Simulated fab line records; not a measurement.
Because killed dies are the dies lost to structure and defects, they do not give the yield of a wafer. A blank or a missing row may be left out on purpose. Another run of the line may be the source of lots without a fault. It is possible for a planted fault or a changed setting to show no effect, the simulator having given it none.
The tool behind it: which one? ; flow nandHarc ; 24 lots, 72 wafers sampled, at 6 steps of a route of 1302

== WHAT THE GAUGES READ, wafer by wafer ==
Not one reading of a measure or inspect step in the record can be checked against a usual standard deviation.

== TOOL THAT RAN EACH LOT (tool first, then ch and the chambers of the sampled wafers, then the start) ==
lot;NHARC_A_CONTACT_ETCH_111;NHARC_A_CONTACT_ETCH_78;NHARC_A_CONTACT_ETCH_124;NHARC_A_CONTACT_ETCH_125;NHARC_A_CONTACT_ETCH_129;NHARC_A_CONTACT_ETCH_106
L074;harCapEtch-01 ch 0,1, day 21 16:29;rieDiel-02 ch 0,1, day 22 03:13 or earlier;harCapEtch-02 ch 0, day 22 03:13;harCapEtch-02 ch 0, day 22 03:25;harCapEtch-02 ch 0, day 22 04:07;rieDiel-02 ch 0,1,2, day 22 06:10
L077;harCapEtch-03 ch 0,1, day 22 11:04;rieDiel-11 ch 0,2,3, day 22 21:01 or earlier;harCapEtch-02 ch 0, day 22 21:01;harCapEtch-02 ch 0, day 22 21:12;harCapEtch-02 ch 0, day 22 21:55;rieDiel-04 ch 0,3, day 22 23:53
L076;harCapEtch-01 ch 0,1, day 22 12:57;rieDiel-02 ch 0,2,3, day 22 23:38 or earlier;harCapEtch-01 ch 0,1, day 22 23:38;harCapEtch-01 ch 0,1, day 22 23:55;harCapEtch-01 ch 0,1, day 23 00:51;rieDiel-02 ch 0,1,2, day 23 03:06
L075;harCapEtch-03 ch 0, day 22 17:04;rieDiel-02 ch 0,1, day 23 03:07 or earlier;harCapEtch-02 ch 0,1, day 23 03:07;harCapEtch-02 ch 0,1, day 23 03:19;harCapEtch-02 ch 0,1, day 23 04:01;rieDiel-02 ch 0,2,3, day 23 06:13
L078;harCapEtch-03 ch 0, day 23 01:26;rieDiel-02 ch 1,2,3, day 23 11:54 or earlier;harCapEtch-01 ch 0,1, day 23 11:54;harCapEtch-01 ch 0,1, day 23 12:07;harCapEtch-01 ch 0,1, day 23 12:49;rieDiel-02 ch 0,1, day 23 14:49
L080;harCapEtch-02 ch 0,1, day 24 00:48;rieDiel-02 ch 0,1,3, day 24 12:46 or earlier;harCapEtch-01 ch 0,1, day 24 12:46;harCapEtch-01 ch 0,1, day 24 12:57;harCapEtch-01 ch 0,1, day 24 13:39;rieDiel-02 ch 0,1,2, day 24 15:37
L079;harCapEtch-03 ch 0,1, day 24 13:47;rieDiel-11 ch 1,2,3, day 25 03:26 or earlier;harCapEtch-01 ch 0,1, day 25 03:26;harCapEtch-01 ch 0,1, day 25 03:38;harCapEtch-01 ch 0,1, day 25 04:28;rieDiel-04 ch 1, day 25 06:58
L082;harCapEtch-02 ch 0,1, day 24 20:47;rieDiel-02 ch 0,2, day 25 09:15 or earlier;harCapEtch-03 ch 0,1, day 25 09:15;harCapEtch-03 ch 0,1, day 25 09:27;harCapEtch-03 ch 0,1, day 25 10:09;rieDiel-04 ch 0,1, day 25 13:04
L081;harCapEtch-03 ch 0,1, day 25 02:31;rieDiel-02 ch 1,2, day 25 13:14 or earlier;harCapEtch-02 ch 0,1, day 25 13:14;harCapEtch-02 ch 0,1, day 25 13:26;harCapEtch-02 ch 0,1, day 25 14:08;rieDiel-02 ch 0,1, day 25 16:08
L083;harCapEtch-02 ch 0,1, day 25 08:31;rieDiel-02 ch 0,3, day 25 18:50 or earlier;harCapEtch-03 ch 0,1, day 25 18:50;harCapEtch-03 ch 0,1, day 25 19:02;harCapEtch-03 ch 0,1, day 25 19:44;rieDiel-11 ch 2,3, day 25 21:42
L085;harCapEtch-01 ch 0,1, day 25 19:08;rieDiel-02 ch 0,3, day 26 06:45 or earlier;harCapEtch-03 ch 0,1, day 26 06:45;harCapEtch-03 ch 0,1, day 26 07:01;harCapEtch-03 ch 0,1, day 26 07:57;rieDiel-04 ch 1,3, day 26 10:17
L084;harCapEtch-02 ch 0,1, day 25 19:47;rieDiel-04 ch 2,3, day 26 08:22 or earlier;harCapEtch-02 ch 0,1, day 26 08:22;harCapEtch-02 ch 0,1, day 26 08:34;harCapEtch-02 ch 0,1, day 26 09:16;rieDiel-04 ch 1,2,3, day 26 11:14
L086;harCapEtch-03 ch 0,1, day 26 00:37;rieDiel-02 ch 2,3, day 26 11:33 or earlier;harCapEtch-01 ch 0,1, day 26 11:33;harCapEtch-01 ch 0,1, day 26 11:45;harCapEtch-01 ch 0,1, day 26 12:27;rieDiel-04 ch 0,2,3, day 26 14:28
L087;harCapEtch-01 ch 0,1, day 26 05:05;rieDiel-02 ch 0,1,2, day 26 18:45 or earlier;harCapEtch-03 ch 0,1, day 26 18:45;harCapEtch-03 ch 0,1, day 26 18:56;harCapEtch-03 ch 0,1, day 26 19:38;rieDiel-02 ch 1,2,3, day 26 21:39
L088;harCapEtch-01 ch 0,1, day 27 03:34;rieDiel-02 ch 0,2,3, day 27 13:29 or earlier;harCapEtch-02 ch 0,1, day 27 13:29;harCapEtch-02 ch 0,1, day 27 13:40;harCapEtch-02 ch 0,1, day 27 14:23;rieDiel-02 ch 0,1,3, day 27 16:20
L090;harCapEtch-01 ch 0,1, day 28 04:52;rieDiel-11 ch 2,3, day 28 16:01 or earlier;harCapEtch-03 ch 0,1, day 28 16:01;harCapEtch-03 ch 0,1, day 28 16:13;harCapEtch-03 ch 0,1, day 28 16:55;rieDiel-02 ch 0,1,3, day 28 18:55
L089;harCapEtch-02 ch 0,1, day 28 05:05;rieDiel-02 ch 0,3, day 28 16:35 or earlier;harCapEtch-01 ch 0,1, day 28 16:35;harCapEtch-01 ch 0,1, day 28 16:51;harCapEtch-01 ch 0,1, day 28 17:47;rieDiel-02 ch 0,1,3, day 28 20:08
L092;harCapEtch-01 ch 0,1, day 29 01:23;rieDiel-02 ch 2,3, day 29 11:47 or earlier;harCapEtch-03 ch 0,1, day 29 11:47;harCapEtch-03 ch 0,1, day 29 11:59;harCapEtch-03 ch 0,1, day 29 12:41;rieDiel-02 ch 1,2, day 29 14:43
L091;harCapEtch-02 ch 0,1, day 29 02:14;rieDiel-11 ch 0,2,3, day 29 14:34 or earlier;harCapEtch-01 ch 0, day 29 14:34;harCapEtch-01 ch 0, day 29 14:49;harCapEtch-01 ch 0, day 29 15:46;rieDiel-11 ch 1,2,3, day 29 18:43
L093;harCapEtch-02 ch 0,1, day 29 18:25;rieDiel-02 ch 0,2,3, day 30 04:35 or earlier;harCapEtch-02 ch 0,1, day 30 04:35;harCapEtch-02 ch 0,1, day 30 04:52;harCapEtch-02 ch 0,1, day 30 05:48;rieDiel-02 ch 0,1,3, day 30 08:11
L095;harCapEtch-01 ch 0,1, day 30 20:38;rieDiel-04 ch 0,1,2, day 31 09:34 or earlier;harCapEtch-01 ch 0,1, day 31 09:34;harCapEtch-01 ch 0,1, day 31 09:45;harCapEtch-01 ch 0,1, day 31 10:28;rieDiel-02 ch 0,1,2, day 31 12:28
L097;harCapEtch-02 ch 0,1, day 31 04:48;rieDiel-02 ch 2,3, day 31 16:28 or earlier;harCapEtch-03 ch 0,1, day 31 16:28;harCapEtch-03 ch 0,1, day 31 16:40;harCapEtch-03 ch 0,1, day 31 17:22;rieDiel-04 ch 1,2, day 31 19:22
L094;harCapEtch-03 ch 0,1, day 31 05:07;rieDiel-04 ch 0,1,3, day 31 17:22 or earlier;harCapEtch-01 ch 0,1, day 31 17:22;harCapEtch-01 ch 0,1, day 31 17:34;harCapEtch-01 ch 0,1, day 31 18:16;rieDiel-11 ch 1,2,3, day 31 20:16
L096;harCapEtch-02 ch 0,1, day 31 11:52;rieDiel-02 ch 0,1,3, day 31 23:19 or earlier;harCapEtch-03 ch 0,1, day 31 23:19;harCapEtch-03 ch 0,1, day 31 23:34;harCapEtch-03 ch 0,1, day 32 00:31;rieDiel-02 ch 0,1,3, day 32 02:55
- NHARC_A_CONTACT_ETCH_111: etches the open film in C4F8/O2/Ar, time 140 s, target depth 700 nm.
- NHARC_A_CONTACT_ETCH_78: etches the open film in O2/COS, target depth 5300 nm, time 1378 s.
- NHARC_A_CONTACT_ETCH_124: etches the open film in C4F8/O2/Ar, time 140 s, target depth 700 nm.
- NHARC_A_CONTACT_ETCH_125: etches the open film in C4F8/O2/Ar, time 197 s, target depth 1918 nm.
- NHARC_A_CONTACT_ETCH_129: etches the open film in C4F8/O2/Ar, time 197 s, target depth 1918 nm.
- NHARC_A_CONTACT_ETCH_106: etches the open film in CF4/O2, target depth 90 nm, overetch 9 nm, time 49.5 s.

== AS READ BY THE TOOLS THEMSELVES (means over the sampled wafers that have a number; for cases with no such wafer, the mark the record gives instead) ==
NHARC_A_CONTACT_ETCH_78. Usual: biasW 300.2 W, standard deviation 0.82; drypumpMotorCurrentA 5.5 A, standard deviation 0.39; oesProductAu 1.001 a.u., standard deviation 0.01; rfVppV 314.6 V, standard deviation 2.3; showerheadPlenumPTorr 3.15 Torr, standard deviation 0.15; throttleValvePct 28.330 %, standard deviation 0.0097.
lot;tool;biasW (W);drypumpMotorCurrentA (A);oesProductAu (a.u.);rfVppV (V);showerheadPlenumPTorr (Torr);throttleValvePct (%);flag
L074;rieDiel-02;299.9;5.2;1.003;315.2;3.22;28.327;
L077;rieDiel-11;300.3;5.6;0.997;317.4;3.31;28.330;
L076;rieDiel-02;300.6;5.7;0.999;314.6;3.13;28.331;
L075;rieDiel-02;300.1;5.2;1.011;315.3;3.22;28.329;
L078;rieDiel-02;300.5;5.5;1.001;314.6;3.12;28.326;
L080;rieDiel-02;299.0;5.6;1.009;315.8;3.22;28.321;
L079;rieDiel-11;299.7;5.6;0.997;314.9;3.18;28.338;
L082;rieDiel-02;300.5;5.6;1.005;315.2;3.12;28.336;
L081;rieDiel-02;299.7;5.2;1.008;312.8;3.01;28.330;
L083;rieDiel-02;300.3;5.8;1.007;315.4;3.22;28.335;
L085;rieDiel-02;300.9;5.8;0.993;315.1;3.22;28.327;
L084;rieDiel-04;301.1;5.2;0.992;313.7;3.07;28.339;
L086;rieDiel-02;300.0;5.6;1.001;312.8;3.01;28.330;
L087;rieDiel-02;300.2;5.3;1.003;313.1;3.11;28.318;
L088;rieDiel-02;300.8;5.7;0.998;313.6;3.12;28.321;
L090;rieDiel-11;299.2;5.4;0.997;315.7;3.27;28.336;
L089;rieDiel-02;301.3;5.8;1.006;316.4;3.22;28.331;
L092;rieDiel-02;300.9;5.8;0.993;315.0;3.12;28.329;
L091;rieDiel-11;299.5;5.6;1.001;316.5;3.29;28.328;
L093;rieDiel-02;300.9;5.7;0.994;314.1;3.11;28.331;
L095;rieDiel-04;300.5;5.5;1.012;315.9;3.21;28.334;
L097;rieDiel-02;300.1;5.6;0.991;312.8;3.00;28.340;
L094;rieDiel-04;300.3;5.5;1.006;313.0;3.06;28.333;
L096;rieDiel-02;300.0;5.6;0.993;315.0;3.21;28.327;

NHARC_A_CONTACT_ETCH_106. Usual: biasW 100.0 W, standard deviation 0.31; drypumpMotorCurrentA 5.5 A, standard deviation 0.43; oes_ar_750_au 1.000 a.u., standard deviation 0.0044; oes_o_777_au 1.000 a.u., standard deviation 0.0045; oesProductAu 1.000 a.u., standard deviation 0.0099; rfVppV 198.0 V, standard deviation 1.5; showerheadPlenumPTorr 1.35 Torr, standard deviation 0.061; throttleValvePct 13.396 %, standard deviation 0.0086.
lot;tool;biasW (W);drypumpMotorCurrentA (A);oes_ar_750_au (a.u.);oes_o_777_au (a.u.);oesProductAu (a.u.);rfVppV (V);showerheadPlenumPTorr (Torr);throttleValvePct (%);flag
L074;rieDiel-02;100.1;5.3;1.005;0.997;1.002;198.1;1.33;13.386;
L077;rieDiel-04;100.1;5.6;1.000;1.001;0.993;197.0;1.28;13.402;
L076;rieDiel-02;100.3;5.3;0.999;1.002;0.998;197.6;1.33;13.399;
L075;rieDiel-02;100.0;5.7;1.001;1.001;0.995;197.9;1.34;13.397;
L078;rieDiel-02;100.0;5.5;1.003;1.004;1.007;198.6;1.38;13.394;
L080;rieDiel-02;99.9;5.3;1.000;0.998;1.004;197.9;1.33;13.393;
L079;rieDiel-04;99.5;5.0;0.996;0.998;1.012;198.1;1.37;13.390;
L082;rieDiel-04;100.2;5.4;1.002;1.000;1.006;198.0;1.36;13.397;
L081;rieDiel-02;99.8;5.5;1.000;0.998;0.999;198.5;1.38;13.394;
L083;rieDiel-11;99.9;5.4;1.002;0.999;0.993;198.9;1.41;13.397;
L085;rieDiel-04;99.6;5.1;0.997;0.999;0.995;196.4;1.29;13.391;
L084;rieDiel-04;99.9;5.2;1.000;0.998;0.986;197.9;1.35;13.397;
L086;rieDiel-04;99.9;5.5;0.993;1.004;0.987;198.5;1.34;13.397;
L087;rieDiel-02;99.9;5.4;1.001;0.999;1.008;198.7;1.33;13.393;
L088;rieDiel-02;100.1;5.6;1.002;1.003;1.002;197.9;1.38;13.382;
L090;rieDiel-02;100.3;5.6;0.996;0.998;1.001;198.4;1.38;13.400;
L089;rieDiel-02;99.8;5.6;1.001;1.005;1.009;199.1;1.38;13.400;
L092;rieDiel-02;99.7;5.1;0.997;1.001;1.000;197.8;1.33;13.404;
L091;rieDiel-11;100.0;5.6;1.004;1.000;0.997;197.2;1.35;13.392;
L093;rieDiel-02;99.8;5.6;1.002;0.998;1.000;198.5;1.37;13.397;
L095;rieDiel-02;100.0;5.3;1.003;1.003;0.999;197.5;1.32;13.394;
L097;rieDiel-04;100.1;5.2;0.999;1.003;0.994;199.3;1.41;13.390;
L094;rieDiel-11;100.1;5.6;1.002;1.000;1.004;198.7;1.35;13.392;
L096;rieDiel-02;99.9;5.6;0.998;0.999;0.995;198.2;1.37;13.398;

== THE ANSWER, worked out from the rows above alone ==
Rule: a lot counts as off when the mean over its wafers that have a number is more than 3 standard deviations away from the usual mean. A lot without any number at a reading at which 4 lots or more have one is off too. The other lots that the step has rows for count as sound. First the gauges in route order, then the tools' own readings, where a lot's mean is used as printed above. The first step at which some lot is off is used, and at that step the reading that is off furthest; a lot without a number counts as furthest.
Across all readings shown, no lot is off: no conclusion can be drawn from this.

== WHAT WAS PUT IN BY THE SIMULATOR ==
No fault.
